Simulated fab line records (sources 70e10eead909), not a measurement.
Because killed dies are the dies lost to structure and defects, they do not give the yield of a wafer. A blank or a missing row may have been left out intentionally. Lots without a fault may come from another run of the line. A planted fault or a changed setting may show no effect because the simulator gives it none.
Which of the tools did it? :: flow nand harc :: 72 wafers from 24 lots sampled at 6 of the route's 1159 steps

== WHAT THE GAUGES READ, wafer by wafer ==
No reading from a measuring or inspecting step in the record can be judged against a usual standard deviation.

== EACH LOT AND THE TOOL THAT RAN IT (in order: tool; ch and the chambers of the sampled wafers; start) ==
lot: L074
NHARC_P_STI_CMP_21: cmp-04 ch 2,3, day 3 13:25
NHARC_P_GATE_ETCH_32: rie si-03 ch 1,2, day 4 22:37
NHARC_P_GATE_ALD_36: ald sin-04 ch 0,3, day 4 23:24
NHARC_P_GATE_STRIP_113: plasma asher-01 ch 0,1, day 5 13:55
NHARC_P_CONTACT_DEGAS_38: pvd sputter-02, day 5 19:58
NHARC_P_M1_DESCUM_14: rie diel-02 ch 0,2,3, day 6 07:17

lot: L075
NHARC_P_STI_CMP_21: cmp-02 ch 0,1,2, day 3 13:25
NHARC_P_GATE_ETCH_32: rie si-04 ch 0,2,3, day 4 23:23
NHARC_P_GATE_ALD_36: ald sin-01 ch 0,2,3, day 5 00:10
NHARC_P_GATE_STRIP_113: plasma asher-02 ch 0,1, day 5 15:22
NHARC_P_CONTACT_DEGAS_38: pvd sputter-02, day 5 21:25
NHARC_P_M1_DESCUM_14: rie diel-12 ch 0,2,3, day 6 08:25

lot: L076
NHARC_P_STI_CMP_21: cmp-01 ch 0,1,2, day 3 19:05
NHARC_P_GATE_ETCH_32: rie si-03 ch 0,1,2, day 5 03:08
NHARC_P_GATE_ALD_36: ald sin-03 ch 0,1,3, day 5 03:56
NHARC_P_GATE_STRIP_113: plasma asher-02 ch 0,1, day 5 18:20
NHARC_P_CONTACT_DEGAS_38: pvd sputter-03, day 6 00:26
NHARC_P_M1_DESCUM_14: rie diel-02 ch 0,2,3, day 6 09:16

lot: L077
NHARC_P_STI_CMP_21: cmp-04 ch 0,3, day 4 08:04
NHARC_P_GATE_ETCH_32: rie si-03 ch 1,2,3, day 5 16:18
NHARC_P_GATE_ALD_36: ald sin-04 ch 0,1,2, day 5 19:20
NHARC_P_GATE_STRIP_113: plasma asher-02 ch 0,1, day 6 07:56
NHARC_P_CONTACT_DEGAS_38: pvd sputter-02, day 6 13:56
NHARC_P_M1_DESCUM_14: rie diel-12 ch 0,2,3, day 6 22:32

lot: L078
NHARC_P_STI_CMP_21: cmp-01 ch 1,2,3, day 4 08:05
NHARC_P_GATE_ETCH_32: rie si-04 ch 2,3, day 5 16:59
NHARC_P_GATE_ALD_36: ald sin-01 ch 2,3, day 5 18:49
NHARC_P_GATE_STRIP_113: plasma asher-01 ch 0,1, day 6 08:19
NHARC_P_CONTACT_DEGAS_38: pvd sputter-02, day 6 14:14
NHARC_P_M1_DESCUM_14: rie diel-10 ch 0,3, day 6 22:49

lot: L079
NHARC_P_STI_CMP_21: cmp-04 ch 0,1,2, day 4 12:34
NHARC_P_GATE_ETCH_32: rie si-03 ch 0,3, day 5 19:34
NHARC_P_GATE_ALD_36: ald sin-03 ch 0,1,2, day 5 21:25
NHARC_P_GATE_STRIP_113: plasma asher-01 ch 0,1, day 6 10:45
NHARC_P_CONTACT_DEGAS_38: pvd sputter-02, day 6 17:20
NHARC_P_M1_DESCUM_14: rie diel-02 ch 2,3, day 7 00:11

lot: L080
NHARC_P_STI_CMP_21: cmp-01 ch 0,2,3, day 4 20:28
NHARC_P_GATE_ETCH_32: rie si-05 ch 1,2,3, day 6 09:19
NHARC_P_GATE_ALD_36: ald sin-01 ch 1,2, day 6 10:05
NHARC_P_GATE_STRIP_113: plasma asher-01 ch 0,1, day 7 00:34
NHARC_P_CONTACT_DEGAS_38: pvd sputter-02, day 7 06:36
NHARC_P_M1_DESCUM_14: rie diel-10 ch 0,1, day 7 13:22

lot: L081
NHARC_P_STI_CMP_21: cmp-04 ch 1,3, day 4 20:28
NHARC_P_GATE_ETCH_32: rie si-03 ch 1,2,3, day 6 09:07
NHARC_P_GATE_ALD_36: ald sin-04 ch 0,2,3, day 6 09:55
NHARC_P_GATE_STRIP_113: plasma asher-02 ch 0,1, day 7 02:44
NHARC_P_CONTACT_DEGAS_38: pvd sputter-02, day 7 09:05
NHARC_P_M1_DESCUM_14: rie diel-12 ch 1,3, day 7 17:28

lot: L082
NHARC_P_STI_CMP_21: cmp-02 ch 2,3, day 5 05:38
NHARC_P_GATE_ETCH_32: rie si-05 ch 0,1,2, day 6 15:36
NHARC_P_GATE_ALD_36: ald sin-03 ch 0,2,3, day 6 18:31
NHARC_P_GATE_STRIP_113: plasma asher-01 ch 0,1, day 7 07:07
NHARC_P_CONTACT_DEGAS_38: pvd sputter-01, day 7 13:20
NHARC_P_M1_DESCUM_14: rie diel-12 ch 0,3, day 7 20:07

lot: L083
NHARC_P_STI_CMP_21: cmp-02 ch 1,2, day 5 14:31
NHARC_P_GATE_ETCH_32: rie si-04 ch 1,2,3, day 7 00:16
NHARC_P_GATE_ALD_36: ald sin-01 ch 0,1,2, day 7 03:10
NHARC_P_GATE_STRIP_113: plasma asher-02 ch 0,1, day 7 17:20
NHARC_P_CONTACT_DEGAS_38: pvd sputter-03, day 8 00:15
NHARC_P_M1_DESCUM_14: rie diel-12 ch 0,1,2, day 8 09:13

lot: L084
NHARC_P_STI_CMP_21: cmp-02 ch 1,2, day 5 19:07
NHARC_P_GATE_ETCH_32: rie si-04 ch 1,3, day 7 04:25
NHARC_P_GATE_ALD_36: ald sin-04 ch 1,3, day 7 06:37
NHARC_P_GATE_STRIP_113: plasma asher-01 ch 0,1, day 7 22:02
NHARC_P_CONTACT_DEGAS_38: pvd sputter-02, day 8 04:06
NHARC_P_M1_DESCUM_14: rie diel-02 ch 0,1,2, day 8 10:38

lot: L085
NHARC_P_STI_CMP_21: cmp-01 ch 0,3, day 6 13:11
NHARC_P_GATE_ETCH_32: rie si-05 ch 0,1, day 7 21:17
NHARC_P_GATE_ALD_36: ald sin-04 ch 0,1, day 7 22:05
NHARC_P_GATE_STRIP_113: plasma asher-02 ch 0,1, day 8 12:48
NHARC_P_CONTACT_DEGAS_38: pvd sputter-03, day 8 18:37
NHARC_P_M1_DESCUM_14: rie diel-10 ch 0,2,3, day 9 04:24

lot: L087
NHARC_P_STI_CMP_21: cmp-04 ch 0,1,2, day 6 13:13
NHARC_P_GATE_ETCH_32: rie si-05 ch 0,1,3, day 7 20:17
NHARC_P_GATE_ALD_36: ald sin-03 ch 0,1,3, day 7 21:05
NHARC_P_GATE_STRIP_113: plasma asher-02 ch 0,1, day 8 11:55
NHARC_P_CONTACT_DEGAS_38: pvd sputter-01, day 8 18:00
NHARC_P_M1_DESCUM_14: rie diel-12 ch 0,2,3, day 9 03:39

lot: L086
NHARC_P_STI_CMP_21: cmp-02 ch 0,2, day 6 13:13
NHARC_P_GATE_ETCH_32: rie si-03 ch 0,3, day 7 20:51
NHARC_P_GATE_ALD_36: ald sin-01 ch 0,1,3, day 7 23:07
NHARC_P_GATE_STRIP_113: plasma asher-02 ch 0,1, day 8 14:27
NHARC_P_CONTACT_DEGAS_38: pvd sputter-03, day 8 20:09
NHARC_P_M1_DESCUM_14: rie diel-02 ch 0,2,3, day 9 04:25

lot: L088
NHARC_P_STI_CMP_21: cmp-04 ch 0,1,2, day 6 20:30
NHARC_P_GATE_ETCH_32: rie si-03 ch 2,3, day 8 03:34
NHARC_P_GATE_ALD_36: ald sin-03 ch 0,2,3, day 8 04:22
NHARC_P_GATE_STRIP_113: plasma asher-01 ch 0, day 8 18:58
NHARC_P_CONTACT_DEGAS_38: pvd sputter-03, day 9 00:48
NHARC_P_M1_DESCUM_14: rie diel-02 ch 0,1, day 9 07:26

lot: L089
NHARC_P_STI_CMP_21: cmp-02 ch 0,1,3, day 7 02:11
NHARC_P_GATE_ETCH_32: rie si-04 ch 1,2, day 8 14:24
NHARC_P_GATE_ALD_36: ald sin-04 ch 0,1,3, day 8 17:21
NHARC_P_GATE_STRIP_113: plasma asher-01 ch 0,1, day 9 06:07
NHARC_P_CONTACT_DEGAS_38: pvd sputter-01, day 9 12:05
NHARC_P_M1_DESCUM_14: rie diel-10 ch 0,2, day 10 01:14

lot: L090
NHARC_P_STI_CMP_21: cmp-04 ch 0,2,3, day 7 02:13
NHARC_P_GATE_ETCH_32: rie si-04 ch 1,2,3, day 8 15:21
NHARC_P_GATE_ALD_36: ald sin-01 ch 0,1,2, day 8 18:17
NHARC_P_GATE_STRIP_113: plasma asher-01 ch 0, day 9 06:53
NHARC_P_CONTACT_DEGAS_38: pvd sputter-02, day 9 13:10
NHARC_P_M1_DESCUM_14: rie diel-10 ch 0,1,3, day 10 06:05

lot: L091
NHARC_P_STI_CMP_21: cmp-04 ch 1,2,3, day 7 13:50
NHARC_P_GATE_ETCH_32: rie si-04 ch 1,2,3, day 8 23:43
NHARC_P_GATE_ALD_36: ald sin-01 ch 0,1,3, day 9 00:47
NHARC_P_GATE_STRIP_113: plasma asher-02 ch 0,1, day 9 16:01
NHARC_P_CONTACT_DEGAS_38: pvd sputter-01, day 9 21:47
NHARC_P_M1_DESCUM_14: rie diel-12 ch 0,2,3, day 10 08:31

lot: L092
NHARC_P_STI_CMP_21: cmp-01 ch 0,2,3, day 7 20:09
NHARC_P_GATE_ETCH_32: rie si-05 ch 1,2,3, day 9 07:04
NHARC_P_GATE_ALD_36: ald sin-03 ch 0,1,3, day 9 08:58
NHARC_P_GATE_STRIP_113: plasma asher-01 ch 0,1, day 9 22:39
NHARC_P_CONTACT_DEGAS_38: pvd sputter-01, day 10 05:00
NHARC_P_M1_DESCUM_14: rie diel-10 ch 1,2,3, day 10 14:54

lot: L094
NHARC_P_STI_CMP_21: cmp-02 ch 1,2, day 8 03:11
NHARC_P_GATE_ETCH_32: rie si-04 ch 0,1, day 9 10:11
NHARC_P_GATE_ALD_36: ald sin-01 ch 0,3, day 9 10:58
NHARC_P_GATE_STRIP_113: plasma asher-02 ch 0,1, day 10 01:44
NHARC_P_CONTACT_DEGAS_38: pvd sputter-01, day 10 07:42
NHARC_P_M1_DESCUM_14: rie diel-02 ch 0,1,2, day 10 15:47

lot: L093
NHARC_P_STI_CMP_21: cmp-04 ch 1,2,3, day 8 03:15
NHARC_P_GATE_ETCH_32: rie si-05 ch 0,2,3, day 9 10:08
NHARC_P_GATE_ALD_36: ald sin-04 ch 1,2, day 9 11:58
NHARC_P_GATE_STRIP_113: plasma asher-01 ch 0,1, day 10 01:16
NHARC_P_CONTACT_DEGAS_38: pvd sputter-03, day 10 07:10
NHARC_P_M1_DESCUM_14: rie diel-10 ch 1,2,3, day 10 15:33

lot: L095
NHARC_P_STI_CMP_21: cmp-02 ch 1,3, day 8 14:01
NHARC_P_GATE_ETCH_32: rie si-03 ch 0,1,2, day 10 04:35
NHARC_P_GATE_ALD_36: ald sin-03 ch 0,2, day 10 05:22
NHARC_P_GATE_STRIP_113: plasma asher-02 ch 1, day 10 19:40
NHARC_P_CONTACT_DEGAS_38: pvd sputter-02, day 11 01:28
NHARC_P_M1_DESCUM_14: rie diel-02 ch 1,2,3, day 11 08:08

lot: L096
NHARC_P_STI_CMP_21: cmp-02 ch 1,3, day 8 22:49
NHARC_P_GATE_ETCH_32: rie si-04 ch 0,1,2, day 10 14:55
NHARC_P_GATE_ALD_36: ald sin-04 ch 0,2, day 10 15:43
NHARC_P_GATE_STRIP_113: plasma asher-02 ch 0,1, day 11 06:38
NHARC_P_CONTACT_DEGAS_38: pvd sputter-03, day 11 12:37
NHARC_P_M1_DESCUM_14: rie diel-10 ch 0,2,3, day 11 19:23

lot: L097
NHARC_P_STI_CMP_21: cmp-01 ch 0,2,3, day 8 22:50
NHARC_P_GATE_ETCH_32: rie si-05 ch 0,1,2, day 10 13:56
NHARC_P_GATE_ALD_36: ald sin-01 ch 0,1,3, day 10 16:49
NHARC_P_GATE_STRIP_113: plasma asher-02 ch 0, day 11 05:22
NHARC_P_CONTACT_DEGAS_38: pvd sputter-01, day 11 11:18
NHARC_P_M1_DESCUM_14: rie diel-10 ch 0,2, day 11 17:43
- NHARC_P_STI_CMP_21: polishes, t overpolish 20 s, target thk 380.67 nm.
- NHARC_P_GATE_ETCH_32: etches the open film in HBr/Cl2, target depth 150 nm, time 100.1 s.
- NHARC_P_GATE_ALD_36: deposits SiNx, target thk 20 nm, pulse time 60 s, ald cycles 223.
- NHARC_P_GATE_STRIP_113: strips in N2/H2, time 740 s.
- NHARC_P_CONTACT_DEGAS_38: time 60 s.
- NHARC_P_M1_DESCUM_14: chemistry O2, time 3 s.

== WHAT THE TOOLS THEMSELVES READ (means of the sampled wafers that have a number; where no wafer has one, the mark that the record gives instead) ==
NHARC_P_STI_CMP_21.
lot: L074
tool: cmp-04
motor current A (A): 11.3
overpolish run s (s): 20.001

lot: L075
tool: cmp-02
motor current A (A): 12.0
overpolish run s (s): 19.998

lot: L076
tool: cmp-01
motor current A (A): 12.3
overpolish run s (s): 19.993

lot: L077
tool: cmp-04
motor current A (A): 11.5
overpolish run s (s): 20.005

lot: L078
tool: cmp-01
motor current A (A): 12.5
overpolish run s (s): 20.000

lot: L079
tool: cmp-04
motor current A (A): 12.2
overpolish run s (s): 19.995

lot: L080
tool: cmp-01
motor current A (A): 11.7
overpolish run s (s): 20.001

lot: L081
tool: cmp-04
motor current A (A): 12.7
overpolish run s (s): 19.995

lot: L082
tool: cmp-02
motor current A (A): 12.5
overpolish run s (s): 19.999

lot: L083
tool: cmp-02
motor current A (A): 11.5
overpolish run s (s): 19.997

lot: L084
tool: cmp-02
motor current A (A): 12.2
overpolish run s (s): 20.000

lot: L085
tool: cmp-01
motor current A (A): 12.1
overpolish run s (s): 19.998

lot: L087
tool: cmp-04
motor current A (A): 12.1
overpolish run s (s): 19.998

lot: L086
tool: cmp-02
motor current A (A): 12.5
overpolish run s (s): 20.001

lot: L088
tool: cmp-04
motor current A (A): 11.9
overpolish run s (s): 20.004

lot: L089
tool: cmp-02
motor current A (A): 12.3
overpolish run s (s): 20.005

lot: L090
tool: cmp-04
motor current A (A): 11.4
overpolish run s (s): 20.003

lot: L091
tool: cmp-04
motor current A (A): 11.9
overpolish run s (s): 19.998

lot: L092
tool: cmp-01
motor current A (A): 11.8
overpolish run s (s): 20.001

lot: L094
tool: cmp-02
motor current A (A): 12.1
overpolish run s (s): 20.002

lot: L093
tool: cmp-04
motor current A (A): 11.7
overpolish run s (s): 19.996

lot: L095
tool: cmp-02
motor current A (A): 11.8
overpolish run s (s): 20.002

lot: L096
tool: cmp-02
motor current A (A): 11.8
overpolish run s (s): 20.005

lot: L097
tool: cmp-01
motor current A (A): 12.0
overpolish run s (s): 19.997

NHARC_P_GATE_ETCH_32.
lot: L074
tool: rie si-03
drypump motor current A (A): 5.93
oes product au (a.u.): 1.001
throttle valve pct (%): 26.406

lot: L075
tool: rie si-04
drypump motor current A (A): 5.88
oes product au (a.u.): 0.996
throttle valve pct (%): 26.409

lot: L076
tool: rie si-03
drypump motor current A (A): 6.02
oes product au (a.u.): 1.013
throttle valve pct (%): 26.408

lot: L077
tool: rie si-03
drypump motor current A (A): 5.98
oes product au (a.u.): 1.010
throttle valve pct (%): 26.403

lot: L078
tool: rie si-04
drypump motor current A (A): 5.59
oes product au (a.u.): 1.001
throttle valve pct (%): 26.409

lot: L079
tool: rie si-03
drypump motor current A (A): 6.00
oes product au (a.u.): 1.015
throttle valve pct (%): 26.405

lot: L080
tool: rie si-05
drypump motor current A (A): 5.91
oes product au (a.u.): 1.006
throttle valve pct (%): 26.407

lot: L081
tool: rie si-03
drypump motor current A (A): 6.02
oes product au (a.u.): 1.009
throttle valve pct (%): 26.404

lot: L082
tool: rie si-05
drypump motor current A (A): 6.03
oes product au (a.u.): 1.002
throttle valve pct (%): 26.408

lot: L083
tool: rie si-04
drypump motor current A (A): 5.80
oes product au (a.u.): 1.005
throttle valve pct (%): 26.409

lot: L084
tool: rie si-04
drypump motor current A (A): 5.85
oes product au (a.u.): 0.998
throttle valve pct (%): 26.411

lot: L085
tool: rie si-05
drypump motor current A (A): 5.76
oes product au (a.u.): 1.010
throttle valve pct (%): 26.415

lot: L087
tool: rie si-05
drypump motor current A (A): 5.98
oes product au (a.u.): 1.010
throttle valve pct (%): 26.403

lot: L086
tool: rie si-03
drypump motor current A (A): 6.01
oes product au (a.u.): 0.998
throttle valve pct (%): 26.410

lot: L088
tool: rie si-03
drypump motor current A (A): 5.92
oes product au (a.u.): 1.006
throttle valve pct (%): 26.412

lot: L089
tool: rie si-04
drypump motor current A (A): 5.97
oes product au (a.u.): 1.005
throttle valve pct (%): 26.408

lot: L090
tool: rie si-04
drypump motor current A (A): 5.78
oes product au (a.u.): 0.998
throttle valve pct (%): 26.409

lot: L091
tool: rie si-04
drypump motor current A (A): 5.78
oes product au (a.u.): 1.003
throttle valve pct (%): 26.408

lot: L092
tool: rie si-05
drypump motor current A (A): 5.91
oes product au (a.u.): 1.006
throttle valve pct (%): 26.403

lot: L094
tool: rie si-04
drypump motor current A (A): 6.14
oes product au (a.u.): 1.005
throttle valve pct (%): 26.393

lot: L093
tool: rie si-05
drypump motor current A (A): 6.24
oes product au (a.u.): 1.007
throttle valve pct (%): 26.399

lot: L095
tool: rie si-03
drypump motor current A (A): 6.02
oes product au (a.u.): 1.012
throttle valve pct (%): 26.399

lot: L096
tool: rie si-04
drypump motor current A (A): 6.01
oes product au (a.u.): 0.998
throttle valve pct (%): 26.400

lot: L097
tool: rie si-05
drypump motor current A (A): 6.04
oes product au (a.u.): 1.004
throttle valve pct (%): 26.397

NHARC_P_GATE_ALD_36.
lot: L074
tool: ald sin-04
heater power w (W): 841
precursor pulse height rel: 0.997

lot: L075
tool: ald sin-01
heater power w (W): 834
precursor pulse height rel: 0.990

lot: L076
tool: ald sin-03
heater power w (W): 889
precursor pulse height rel: 0.999

lot: L077
tool: ald sin-04
heater power w (W): 813
precursor pulse height rel: 1.006

lot: L078
tool: ald sin-01
heater power w (W): 831
precursor pulse height rel: 0.987

lot: L079
tool: ald sin-03
heater power w (W): 943
precursor pulse height rel: 1.007

lot: L080
tool: ald sin-01
heater power w (W): 917
precursor pulse height rel: 1.006

lot: L081
tool: ald sin-04
heater power w (W): 858
precursor pulse height rel: 1.013

lot: L082
tool: ald sin-03
heater power w (W): 974
precursor pulse height rel: 0.989

lot: L083
tool: ald sin-01
heater power w (W): 855
precursor pulse height rel: 0.987

lot: L084
tool: ald sin-04
heater power w (W): 839
precursor pulse height rel: 0.979

lot: L085
tool: ald sin-04
heater power w (W): 747
precursor pulse height rel: 1.000

lot: L087
tool: ald sin-03
heater power w (W): 885
precursor pulse height rel: 1.018

lot: L086
tool: ald sin-01
heater power w (W): 852
precursor pulse height rel: 0.988

lot: L088
tool: ald sin-03
heater power w (W): 968
precursor pulse height rel: 0.992

lot: L089
tool: ald sin-04
heater power w (W): 813
precursor pulse height rel: 0.991

lot: L090
tool: ald sin-01
heater power w (W): 840
precursor pulse height rel: 0.990

lot: L091
tool: ald sin-01
heater power w (W): 835
precursor pulse height rel: 0.992

lot: L092
tool: ald sin-03
heater power w (W): 871
precursor pulse height rel: 1.005

lot: L094
tool: ald sin-01
heater power w (W): 792
precursor pulse height rel: 1.004

lot: L093
tool: ald sin-04
heater power w (W): 811
precursor pulse height rel: 1.013

lot: L095
tool: ald sin-03
heater power w (W): 1010
precursor pulse height rel: 0.988

lot: L096
tool: ald sin-04
heater power w (W): 810
precursor pulse height rel: 0.980

lot: L097
tool: ald sin-01
heater power w (W): 852
precursor pulse height rel: 0.992

NHARC_P_GATE_STRIP_113.
lot: L074
tool: plasma asher-01
drypump motor current A (A): 6.3
heater power w (W): 82

lot: L075
tool: plasma asher-02
drypump motor current A (A): 5.6
heater power w (W): 89

lot: L076
tool: plasma asher-02
drypump motor current A (A): 5.6
heater power w (W): 90

lot: L077
tool: plasma asher-02
drypump motor current A (A): 5.8
heater power w (W): 86

lot: L078
tool: plasma asher-01
drypump motor current A (A): 6.2
heater power w (W): 83

lot: L079
tool: plasma asher-01
drypump motor current A (A): 6.1
heater power w (W): 85

lot: L080
tool: plasma asher-01
drypump motor current A (A): 6.2
heater power w (W): 82

lot: L081
tool: plasma asher-02
drypump motor current A (A): 5.9
heater power w (W): 86

lot: L082
tool: plasma asher-01
drypump motor current A (A): 6.2
heater power w (W): 82

lot: L083
tool: plasma asher-02
drypump motor current A (A): 5.8
heater power w (W): 86

lot: L084
tool: plasma asher-01
drypump motor current A (A): 6.3
heater power w (W): 82

lot: L085
tool: plasma asher-02
drypump motor current A (A): 5.6
heater power w (W): 88

lot: L087
tool: plasma asher-02
drypump motor current A (A): 5.8
heater power w (W): 87

lot: L086
tool: plasma asher-02
drypump motor current A (A): 5.6
heater power w (W): 89

lot: L088
tool: plasma asher-01
drypump motor current A (A): 6.5
heater power w (W): 79

lot: L089
tool: plasma asher-01
drypump motor current A (A): 6.3
heater power w (W): 81

lot: L090
tool: plasma asher-01
drypump motor current A (A): 6.5
heater power w (W): 79

lot: L091
tool: plasma asher-02
drypump motor current A (A): 5.6
heater power w (W): 90

lot: L092
tool: plasma asher-01
drypump motor current A (A): 6.2
heater power w (W): 82

lot: L094
tool: plasma asher-02
drypump motor current A (A): 5.6
heater power w (W): 91

lot: L093
tool: plasma asher-01
drypump motor current A (A): 6.3
heater power w (W): 82

lot: L095
tool: plasma asher-02
drypump motor current A (A): 6.1
heater power w (W): 81

lot: L096
tool: plasma asher-02
drypump motor current A (A): 5.8
heater power w (W): 85

lot: L097
tool: plasma asher-02
drypump motor current A (A): 5.4
heater power w (W): 96

NHARC_P_CONTACT_DEGAS_38.
lot: L074
tool: pvd sputter-02
heater power w (W): 413

lot: L075
tool: pvd sputter-02
heater power w (W): 426

lot: L076
tool: pvd sputter-03
heater power w (W): 472

lot: L077
tool: pvd sputter-02
heater power w (W): 431

lot: L078
tool: pvd sputter-02
heater power w (W): 432

lot: L079
tool: pvd sputter-02
heater power w (W): 434

lot: L080
tool: pvd sputter-02
heater power w (W): 421

lot: L081
tool: pvd sputter-02
heater power w (W): 422

lot: L082
tool: pvd sputter-01
heater power w (W): 451

lot: L083
tool: pvd sputter-03
heater power w (W): 452

lot: L084
tool: pvd sputter-02
heater power w (W): 422

lot: L085
tool: pvd sputter-03
heater power w (W): 470

lot: L087
tool: pvd sputter-01
heater power w (W): 462

lot: L086
tool: pvd sputter-03
heater power w (W): 434

lot: L088
tool: pvd sputter-03
heater power w (W): 492

lot: L089
tool: pvd sputter-01
heater power w (W): 447

lot: L090
tool: pvd sputter-02
heater power w (W): 412

lot: L091
tool: pvd sputter-01
heater power w (W): 461

lot: L092
tool: pvd sputter-01
heater power w (W): 447

lot: L094
tool: pvd sputter-01
heater power w (W): 487

lot: L093
tool: pvd sputter-03
heater power w (W): 449

lot: L095
tool: pvd sputter-02
heater power w (W): 425

lot: L096
tool: pvd sputter-03
heater power w (W): 445

lot: L097
tool: pvd sputter-01
heater power w (W): 478

NHARC_P_M1_DESCUM_14.
lot: L074
tool: rie diel-02
drypump motor current A (A): 5.4
oes product au (a.u.): 1.003
rf vpp V (V): 58.4
showerhead plenum p Torr (Torr): 1.91
throttle valve pct (%): 11.306

lot: L075
tool: rie diel-12
drypump motor current A (A): 5.4
oes product au (a.u.): 0.996
rf vpp V (V): 57.7
showerhead plenum p Torr (Torr): 1.93
throttle valve pct (%): 11.308

lot: L076
tool: rie diel-02
drypump motor current A (A): 5.4
oes product au (a.u.): 1.002
rf vpp V (V): 56.9
showerhead plenum p Torr (Torr): 1.91
throttle valve pct (%): 11.311

lot: L077
tool: rie diel-12
drypump motor current A (A): 5.4
oes product au (a.u.): 1.001
rf vpp V (V): 57.6
showerhead plenum p Torr (Torr): 1.93
throttle valve pct (%): 11.302

lot: L078
tool: rie diel-10
drypump motor current A (A): 5.6
oes product au (a.u.): 0.993
rf vpp V (V): 57.9
showerhead plenum p Torr (Torr): 1.95
throttle valve pct (%): 11.305

lot: L079
tool: rie diel-02
drypump motor current A (A): 5.1
oes product au (a.u.): 0.993
rf vpp V (V): 57.6
showerhead plenum p Torr (Torr): 1.87
throttle valve pct (%): 11.305

lot: L080
tool: rie diel-10
drypump motor current A (A): 5.7
oes product au (a.u.): 0.994
rf vpp V (V): 57.4
showerhead plenum p Torr (Torr): 1.88
throttle valve pct (%): 11.310

lot: L081
tool: rie diel-12
drypump motor current A (A): 5.5
oes product au (a.u.): 1.009
rf vpp V (V): 57.7
showerhead plenum p Torr (Torr): 1.90
throttle valve pct (%): 11.315

lot: L082
tool: rie diel-12
drypump motor current A (A): 5.7
oes product au (a.u.): 1.003
rf vpp V (V): 57.3
showerhead plenum p Torr (Torr): 1.88
throttle valve pct (%): 11.307

lot: L083
tool: rie diel-12
drypump motor current A (A): 5.5
oes product au (a.u.): 0.993
rf vpp V (V): 58.0
showerhead plenum p Torr (Torr): 1.95
throttle valve pct (%): 11.305

lot: L084
tool: rie diel-02
drypump motor current A (A): 5.8
oes product au (a.u.): 0.998
rf vpp V (V): 58.0
showerhead plenum p Torr (Torr): 1.91
throttle valve pct (%): 11.317

lot: L085
tool: rie diel-10
drypump motor current A (A): 5.5
oes product au (a.u.): 0.986
rf vpp V (V): 57.8
showerhead plenum p Torr (Torr): 1.93
throttle valve pct (%): 11.308

lot: L087
tool: rie diel-12
drypump motor current A (A): 5.4
oes product au (a.u.): 1.023
rf vpp V (V): 58.2
showerhead plenum p Torr (Torr): 1.93
throttle valve pct (%): 11.307

lot: L086
tool: rie diel-02
drypump motor current A (A): 5.4
oes product au (a.u.): 1.003
rf vpp V (V): 57.4
showerhead plenum p Torr (Torr): 1.91
throttle valve pct (%): 11.318

lot: L088
tool: rie diel-02
drypump motor current A (A): 5.9
oes product au (a.u.): 1.001
rf vpp V (V): 57.5
showerhead plenum p Torr (Torr): 1.92
throttle valve pct (%): 11.305

lot: L089
tool: rie diel-10
drypump motor current A (A): 6.0
oes product au (a.u.): 0.992
rf vpp V (V): 57.7
showerhead plenum p Torr (Torr): 1.87
throttle valve pct (%): 11.314

lot: L090
tool: rie diel-10
drypump motor current A (A): 5.7
oes product au (a.u.): 0.999
rf vpp V (V): 58.0
showerhead plenum p Torr (Torr): 1.92
throttle valve pct (%): 11.313

lot: L091
tool: rie diel-12
drypump motor current A (A): 5.4
oes product au (a.u.): 1.007
rf vpp V (V): 58.0
showerhead plenum p Torr (Torr): 1.93
throttle valve pct (%): 11.311

lot: L092
tool: rie diel-10
drypump motor current A (A): 5.1
oes product au (a.u.): 0.992
rf vpp V (V): 57.6
showerhead plenum p Torr (Torr): 1.96
throttle valve pct (%): 11.309

lot: L094
tool: rie diel-02
drypump motor current A (A): 5.8
oes product au (a.u.): 0.994
rf vpp V (V): 58.8
showerhead plenum p Torr (Torr): 1.91
throttle valve pct (%): 11.321

lot: L093
tool: rie diel-10
drypump motor current A (A): 5.1
oes product au (a.u.): 0.995
rf vpp V (V): 57.1
showerhead plenum p Torr (Torr): 1.96
throttle valve pct (%): 11.310

lot: L095
tool: rie diel-02
drypump motor current A (A): 5.5
oes product au (a.u.): 1.004
rf vpp V (V): 56.7
showerhead plenum p Torr (Torr): 1.87
throttle valve pct (%): 11.311

lot: L096
tool: rie diel-10
drypump motor current A (A): 5.5
oes product au (a.u.): 0.993
rf vpp V (V): 57.9
showerhead plenum p Torr (Torr): 1.93
throttle valve pct (%): 11.324

lot: L097
tool: rie diel-10
drypump motor current A (A): 6.0
oes product au (a.u.): 1.003
rf vpp V (V): 57.3
showerhead plenum p Torr (Torr): 1.87
throttle valve pct (%): 11.308

== THE ANSWER, worked out from the rows above alone ==
Rule: what is usual is taken from the lots themselves. Put in order of their means at a reading, lots are off if they are a third of the lots or fewer, leave a main group of 4 or more, and stand apart from it by a gap of 3 or more times the standard deviation of the main group's means; of several such gaps the widest counts. A main group whose means are all the same, to the digits that the tables above print for the reading, isn't used. A lot without any number at a reading at which 4 lots or more have one is off too. Any other lot the step has rows for is counted as sound. The gauges are gone through in route order, then the tools' own readings, and for those a lot's mean is taken as printed above. At the first step where some lot is off, the reading lying furthest off is the one used; lots without a number count as furthest.
Nothing can be told from this: no lot is off at any reading shown.

== WHAT THE SIMULATOR HAD INSERTED ==
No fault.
